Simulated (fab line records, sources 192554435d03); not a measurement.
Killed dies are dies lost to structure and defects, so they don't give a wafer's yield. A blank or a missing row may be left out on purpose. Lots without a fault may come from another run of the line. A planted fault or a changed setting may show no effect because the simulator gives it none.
A struck lot beside a sound one | flow n5_finfet | 41 steps out of a route of 1938
Sound: wafers L422.3, L422.4, L422.6. Struck: wafer L437.5. (L437.1 of the same lot was not struck and is left out.) The cause comes at the end.
At each step with rows: each side's tool, then ch and its chambers, then its first start. Under that, the readings that differ: sound wafers | struck wafers | difference of the means | sigmas: that difference in standard deviations of wafers without a fault.
alike: readings whose means differ by less than 2 such deviations, and words and numbers that are the same on both sides. not compared: withheld readings, readings that some wafer has no value for, bounds like >300 that may hide the same value, and numbers for which the record gives no deviation and whose values overlap.
The two part at a step that has a row with sigmas, a row that says differs or no value, or rows on one side only. Numbers that don't overlap but have no deviation are shown without sigmas and don't part them. A reading that every wafer of one side lacks parts them only if that side has two wafers or more.

N5_MOL_CONTACT_COAG_CO_FILL_22: material Co, precursor CCTBA/H2, target thk 20 nm.
  sound on cvd_co-02 ch 0,1, day 5 17:14; struck on cvd_co-01 ch 2, day 9 17:48
  alike: heater_power_w
then, 9 steps without rows for these wafers: N5_MOL_CONTACT_COAG_ANNEAL_113 (time 300 s); N5_MOL_CONTACT_COAG_PRE_CLEAN_142 (time 60 s); N5_MOL_CONTACT_COAG_SPUTTER_130 (material Co, target thk 47.5 nm); N5_MOL_CONTACT_COAG_PRECLEAN_125 (cleans in DIW, time 57.5 s); N5_MOL_CONTACT_COAG_SRD_126 (dry time 32 s); N5_MOL_CONTACT_COAG_CMP_23 (polishes, stops on SiO2, t overpolish 1.5 s, target thk 0 nm); N5_MOL_CONTACT_COAG_WET_ETCH_26 (target Co, target depth 13 nm); N5_MOL_CONTACT_COAG_WET_ETCH_116 (etches the open film in SC1-inhibited, target depth 4.6 nm, rinse time 30 s); N5_MOL_CONTACT_COAG_ALD_27 (deposits SiOC, target thk 17 nm, pulse time 1.5 s, time 2720 s).
N5_MOL_CONTACT_COAG_CMP_28: polishes, stops on SiNx, t overpolish 0.85 s, target thk 14.522 nm.
  sound on cmp-03 ch 0,3, day 6 01:08; struck on cmp-04 ch 3, day 9 22:30
  reading                                       | sound       | struck | difference | sigmas
  time_to_endpoint_s (s)                        | 8.0 6.6 5.9 | 0.0    | -6.8       | -4
  model.SiNx_of_GATE_CUT_SAC_CAP_01.thk_nm (nm) | 18 18 18    | 17.6   | -0.4       |
  alike: motor_current_A
N5_MOL_CONTACT_COAG_THK_MEAS_29:
  sound on film_metro-01, day 6 01:26; struck on film_metro-01, day 9 22:46
  reading         | sound             | struck | difference | sigmas
  MD_CAP_THK (nm) | 18.00 17.99 17.96 | 17.71  | -0.27      | -4
then, 11 steps without rows for these wafers: N5_MOL_CONTACT_COAG_ALD_123 (deposits SiNx, target thk 5 nm, pulse time 1 s, purge time 2 s); N5_MOL_CONTACT_COAG_PECVD_31 (deposits SiO2 from TEOS/O2, target thk 46 nm, time 8.9 s); N5_MOL_CONTACT_COAG_COAT_75 (time 60 s, resist thk 60 nm); N5_MOL_CONTACT_COAG_COAT_76 (time 60 s, resist thk 10 nm); N5_MOL_CONTACT_COAG_COAT_77 (time 60 s, resist thk 10 nm); N5_MOL_CONTACT_COAG_COAT_78 (resist thk 40 nm); N5_MOL_CONTACT_COAG_EBR_80; N5_MOL_CONTACT_COAG_SOFTBAKE_79 (time 60 s); N5_MOL_CONTACT_COAG_EXPOSE_81 (exposes mask VG, defocus 0 nm); N5_MOL_CONTACT_COAG_PEB_82 (peb time 60 s); N5_MOL_CONTACT_COAG_DEVELOP_83 (develop time 30 s).
N5_MOL_CONTACT_COAG_CD_MEAS_84: target cd 25.1 nm.
  sound on cd_sem-02 ch 0, day 6 04:43; struck on cd_sem-01 ch 0, day 9 23:46
  alike: cd_nm
N5_MOL_CONTACT_COAG_OVL_MEAS_85:
  sound on overlay-01 ch 0, day 6 04:45; struck on overlay-01 ch 0, day 9 23:47
  alike: VG_OVL
N5_MOL_CONTACT_COAG_INSPECT_57: inspects for defects (brightfield).
  sound on defect_inspect-01, day 6 04:48; struck on defect_inspect-01, day 9 23:51
  alike: raw_defect_count
N5_MOL_CONTACT_COAG_DESCUM_88: chemistry O2, time 7 s.
  sound on rie_diel-04 ch 0,3, day 6 04:59; struck on rie_diel-05 ch 3, day 9 23:53
  alike: drypump_motor_current_A, oes_product_au, rf_vpp_V, showerhead_plenum_p_Torr, throttle_valve_pct
  not compared: rf_hours_counter_h
then, 4 steps without rows for these wafers: N5_MOL_CONTACT_COAG_ETCH_89 (etches underlayer in N2/H2, target depth 13 nm, time 10.4 s); N5_MOL_CONTACT_COAG_ETCH_90 (etches SiARC in CF4, target depth 13 nm, time 21.7 s); N5_MOL_CONTACT_COAG_ALD_131 (deposits SiO2, target thk 5 nm, pulse time 1 s, co reactant pulse time 1 s); N5_MOL_CONTACT_COAG_ETCHBACK_132 (etches SiO2 in CHF3, target depth 10 nm, time 6.7 s).
N5_MOL_CONTACT_COAG_ETCH_91: etches SOC in N2/H2, target depth 60 nm, overetch 21 nm, time 101.2 s.
  sound on rie_diel-04 ch 1,2,3, day 6 05:28; struck on rie_diel-02 ch 0, day 10 00:16
  alike: drypump_motor_current_A, h2_flow_sccm, oes_product_au, rf_vpp_V, showerhead_plenum_p_Torr, throttle_valve_pct
  not compared: rf_hours_counter_h
then, 2 steps without rows for these wafers: N5_MOL_CONTACT_COAG_STRIP_92 (strips in N2/H2); N5_MOL_CONTACT_COAG_STRIP_93 (strips in N2/H2).
N5_MOL_CONTACT_COAG_ETCHBACK_135: etches SiO2 in CHF3, target depth 25 nm, time 16.7 s.
  sound on rie_diel-04 ch 1,2,3, day 6 05:34; struck on rie_diel-02 ch 0, day 10 00:22
  reading               | sound          | struck | difference | sigmas
  oes_product_au (a.u.) | 0.75 0.71 0.69 | 0.84   | +0.12      | +2
  alike: drypump_motor_current_A, rf_vpp_V, showerhead_plenum_p_Torr, throttle_valve_pct
  not compared: rf_hours_counter_h
then, 2 steps without rows for these wafers: N5_MOL_CONTACT_COAG_STRIP_118 (strips in CHF3); N5_MOL_CONTACT_COAG_VIA_ETCH_46 (etches SiO2 in C4F6/O2, target depth 46 nm, overetch 9.2 nm, time 40 s).
N5_MOL_CONTACT_COAG_STRIP_96: strips in N2/H2.
  sound on rie_diel-04 ch 1,2,3, day 6 05:40; struck on rie_diel-02 ch 0, day 10 00:28
  reading               | sound          | struck | difference | sigmas
  oes_product_au (a.u.) | 0.76 0.71 0.69 | 0.85   | +0.13      | +2
  alike: drypump_motor_current_A, h2_flow_sccm, power_w, rf_vpp_V, showerhead_plenum_p_Torr, throttle_valve_pct
  not compared: rf_hours_counter_h
N5_MOL_CONTACT_COAG_ETCH_47: etches SiNx in CH3F/O2, stops on W, target depth 27 nm.
  sound on rie_diel-04 ch 1,2,3, day 6 05:42; struck on rie_diel-02 ch 0, day 10 00:30
  reading                  | sound          | struck | difference | sigmas
  etch_rf_on_time_s (s)    | 31.5 31.8 31.9 | 30.8   | -0.9       | -3
  oes_product_au (a.u.)    | 0.67 0.62 0.61 | 0.75   | +0.12      | +2
  model.etch.depth_nm (nm) | 18.03 18 17.96 | 17.69  | -0.31      |
  alike: drypump_motor_current_A, rf_vpp_V, showerhead_plenum_p_Torr, throttle_valve_pct
  not compared: rf_hours_counter_h
then, 1 step without rows for these wafers: N5_MOL_CONTACT_COAG_STRIP_119 (strips in N2/H2, time 30 s).
-- the record jumps here: 8 days lie between the struck wafers' starts before and after (it left off in module MOL_CONTACT_COAG and takes up again in module PASSIVATION, whose first step shown is number 1936 of the route) --
N5_PASSIVATION_PROBE_49:
  sound on prober-02, day 15 21:05; struck on prober-01, day 17 23:54
  alike: killed_at_M0_to_M3, killed_at_M4_up, killed_at_contacts, killed_at_front_end, killed_at_other, killed_dies, killed_open, killed_short

WHERE THEY PART
First at N5_MOL_CONTACT_COAG_CMP_28; last, within this record, at N5_MOL_CONTACT_COAG_ETCH_47. Later steps at which nothing parts them and some readings are alike: N5_PASSIVATION_PROBE_49.

WHY: what the simulator had put in
Process parameter drift: cmp-04, from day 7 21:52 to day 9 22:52, at N5_MOL_CONTACT_COAG_CMP_28. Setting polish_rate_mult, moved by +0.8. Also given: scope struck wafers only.
